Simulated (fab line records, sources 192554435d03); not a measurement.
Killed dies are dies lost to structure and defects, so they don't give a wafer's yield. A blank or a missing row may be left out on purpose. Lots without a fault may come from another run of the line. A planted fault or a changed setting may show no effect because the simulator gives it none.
Split-lot experiment | flow n5_finfet | 7 lots, 21 wafers read, on a route of 1938 steps

THE SPLIT
At N5_HKMG_FIN_ETCH_58 (etches SOC in N2/H2, target depth 215.8 nm, time 741 s), the setting source_w was moved away from the recipe's 875 W on 8 of the 21 wafers read, by -14.4% to +8.5%. The other wafers ran this setting at the recipe's value.

The reading is taken at the split's own step.

THE READING
rf_vpp_V, in V, at N5_HKMG_FIN_ETCH_58 (etches SOC in N2/H2, target depth 215.8 nm, time 741 s). Fault-free wafers of this fab line usually give 99.4 V, standard deviation 0.95 V.

wafer  | tool, chamber at the split | source_w as run, W | against the recipe | rf_vpp_V, V | against lot-mates on the recipe
L075.1 | rie_diel-06, 0             | 875                | recipe             | 98.8        | -
L075.2 | rie_diel-06, 1             | 949.5              | +8.5%              | 96.9        | -2.4
L075.6 | rie_diel-06, 0             | 875                | recipe             | 99.9        | -
L081.1 | rie_diel-03, 0             | 875                | recipe             | 98.9        | -
L081.3 | rie_diel-03, 2             | 875                | recipe             | 100.3       | -
L081.6 | rie_diel-03, 0             | 875                | recipe             | 98.4        | -
L082.1 | rie_diel-02, 0             | 943.3              | +7.8%              | 96.0        | no lot-mate on the recipe
L082.3 | rie_diel-02, 3             | 943.3              | +7.8%              | 96.9        | no lot-mate on the recipe
L082.5 | rie_diel-02, 1             | 943.3              | +7.8%              | 97.9        | no lot-mate on the recipe
L083.2 | rie_diel-03, 0             | 937.8              | +7.2%              | 95.9        | -3.9
L083.4 | rie_diel-03, 1             | 875                | recipe             | 100.4       | -
L083.6 | rie_diel-03, 3             | 875                | recipe             | 99.3        | -
L084.2 | rie_diel-06, 0             | 915                | +4.6%              | 98.8        | -0.2
L084.5 | rie_diel-06, 2             | 875                | recipe             | 99.3        | -
L084.6 | rie_diel-06, 1             | 875                | recipe             | 98.7        | -
L087.3 | rie_diel-06, 2             | 875                | recipe             | 98.6        | -
L087.4 | rie_diel-06, 1             | 875                | recipe             | 99.0        | -
L087.5 | rie_diel-06, 1             | 751.1              | -14.2%             | 105.9       | +7.1
L089.1 | rie_diel-02, 0             | 875                | recipe             | 99.1        | -
L089.5 | rie_diel-02, 3             | 748.9              | -14.4%             | 105.1       | +5.6
L089.6 | rie_diel-02, 2             | 875                | recipe             | 99.9        | -

THE FIT
A straight line over all 21 wafers: rf_vpp_V changes by -0.384 V for each +1% of source_w; r = -0.95; the points scatter about the line by 0.77 V.
The same after taking each lot's own level away (the mean of its wafers on the recipe; 18 wafers): -0.416 V for each +1%; r = -0.95; scatter 0.79 V.
On that fit, the largest move of source_w shifts the reading by 6 V.
The lots' own levels span 98.80 to 99.85 V, that is 1.1 times the standard deviation above.
So the lot-to-lot level changes the slope little: the two slopes agree.
Check: with one of the wafers moved furthest among these (-14.4%) left out of the fit, the line predicts +6.52 V for it against its lot-mates. It came out at +5.6 V against them.
Tool readings at the split's step, against how far the setting was moved: rf_vpp_V r = -0.95.

OTHER SPLITS ON THESE WAFERS
These wafers also went through other splits before the reading. Each is held against what the fit with the lots' levels taken away leaves over:
other split on the same wafers | wafers away from the commonest value | r with rf_vpp_V (lot level and that fit taken away)
N5_SD_EPI_P_EPI_21 temp_c      | 4                                    | +0.14
N5_SD_ACTIVATION_LSA_01 temp_c | 5                                    | -0.25

THE WHOLE CHAIN: every reading that the file lists as answering this split, in the file's order
step                 | what it does                                           | reading                                                                         | change (the file's fit)              | r (the file's)
N5_HKMG_FIN_ETCH_58  | etches SOC in N2/H2, target depth 215.8 nm, time 741 s | rf_vpp_V                                                                        | -0.417 V for each +1% of the setting | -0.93
N5_HKMG_FIN_ETCH_58  | etches SOC in N2/H2, target depth 215.8 nm, time 741 s | SOC_of_HKMG_FIN_COAT_41.thk_nm (the simulator's own value, which no gauge read) | -1.85 nm for each +1% of the setting | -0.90
N5_HKMG_FIN_ETCH_58  | etches SOC in N2/H2, target depth 215.8 nm, time 741 s | HKMG_FIN.feature_depth_nm (the simulator's own value, which no gauge read)      | +1.88 nm for each +1% of the setting | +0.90
N5_HKMG_FIN_ETCH_58  | etches SOC in N2/H2, target depth 215.8 nm, time 741 s | etch.depth_nm (the simulator's own value, which no gauge read)                  | +1.88 nm for each +1% of the setting | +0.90
N5_HKMG_FIN_STRIP_93 | strips SOC in N2/H2, time 20 s                         | SOC_of_HKMG_FIN_COAT_41.thk_nm (the simulator's own value, which no gauge read) | -1.84 nm for each +1% of the setting | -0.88

THE FILE'S OWN FIT
rf_vpp_V changes by -0.417 V for each +1% of source_w, r = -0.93.
